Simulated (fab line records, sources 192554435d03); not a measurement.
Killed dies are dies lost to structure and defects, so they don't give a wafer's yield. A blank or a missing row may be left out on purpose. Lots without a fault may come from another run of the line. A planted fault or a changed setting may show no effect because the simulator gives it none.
One fault seen from 2 desks | flow n5_finfet | each desk has only its own numbers; what lay behind them comes last

THE TOOL OWNER'S DESK: pvd_sputter-02
The tool's own readings at N5_BEOL_M14_PRE_CLEAN_42 (time 30 s): means of the sampled wafers that have a number, for each lot that ran on this tool. A lot is out of limits, marked OUT, if its mean lies more than 4 standard deviations from the usual mean; the brackets give that distance.
Columns: A = heater_power_w at N5_BEOL_M14_PRE_CLEAN_42, usual 462 W
lot  | first seen here | A
L468 | day 12 18:13    | 459
L469 | day 13 14:44    | 479
L476 | day 15 01:40    | 461
L475 | day 15 06:41    | 460
L478 | day 16 04:34    | 451
L480 | day 16 05:07    | 455
This desk's finding: nothing out of limits on any of the 6 lots.

THE METROLOGY DESK
What the gauges read, lot by lot, whatever tool the lot ran on: means of the sampled wafers that have a number. A lot is out of limits, marked OUT, if its mean lies more than 4 standard deviations from the usual mean; the brackets give that distance.
Columns: A = PASS_OPEN_OVL at N5_PASSIVATION_OVL_MEAS_66, usual -1 nm
lot  | first seen here | A
L464 | day 12 18:58    | -1
L468 | day 13 19:46    | 2
L471 | day 14 01:46    | -3
L470 | day 14 09:49    | 4
L469 | day 14 10:43    | 6
L472 | day 15 02:43    | 5
L476 | day 16 03:21    | -2
L475 | day 16 05:53    | -10
L478 | day 17 01:02    | -6
L480 | day 17 01:29    | -5
L484 | day 18 08:37    | -5
This desk's finding: nothing out of limits on any of the 11 lots.

PUT TOGETHER
The tool owner's desk saw nothing out of limits.
The metrology desk saw nothing out of limits.

WHAT THE SIMULATOR HAD PUT IN
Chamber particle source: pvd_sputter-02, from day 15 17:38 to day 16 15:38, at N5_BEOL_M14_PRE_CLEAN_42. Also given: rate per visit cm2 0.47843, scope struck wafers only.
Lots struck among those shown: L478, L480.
